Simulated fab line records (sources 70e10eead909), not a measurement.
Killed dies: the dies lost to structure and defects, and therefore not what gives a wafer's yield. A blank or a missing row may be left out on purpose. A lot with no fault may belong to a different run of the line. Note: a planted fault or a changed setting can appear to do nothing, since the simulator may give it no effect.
Chamber matching | flow nandHarc | rieDiel-10 running NHARC_A_CHANNEL_HOLE_D1_DESCUM_15: 4 sister chambers
The step chemistry O2, time 3 s. 4 wafers are shown with their chamber, then 8 later ones without.

== WAFERS WITH THEIR CHAMBER ==
wafer  | chamber | drypumpMotorCurrentA (A)
L076.4 | 1       | 5.5
L090.2 | 2       | 5.8
L090.4 | 3       | 5.1
L092.1 | 0       | 5.3

== WAFERS WITH NO CHAMBER GIVEN ==
wafer  | drypumpMotorCurrentA (A)
L092.3 | 5.5
L092.5 | 5.3
L094.1 | 5.7
L094.2 | 5.3
L094.5 | 5.1
L096.1 | 5.1
L096.2 | 5.3
L096.3 | 5.6

== CHAMBER TAKEN BY EACH ==
wafer  | from the rows above | in truth
L092.3 | 1                   | 1
L092.5 | 0                   | 0
L094.1 | 2                   | 2
L094.2 | 0                   | 0
L094.5 | 3                   | 3
L096.1 | 3                   | 3
L096.2 | 0                   | 0
L096.3 | 1                   | 1
Correct placement for 8 of the 8. Number that these rows cannot place: 0. Placed wrongly: 0.
How it was worked out, from the rows above alone: a wafer's distance from a chamber is the root of the sum, over the readings, of the square of ((its reading less the chamber's mean) divided by the reading's scatter). The wafer belongs to the nearest chamber; if the next one is less than 2 further off, it can't be placed. For every chamber, the mean is computed from those of its wafers that are shown. The scatter (one wafer shown for each chamber): square how far every hidden wafer sits from the nearest shown wafer, average those squares and take the square root.
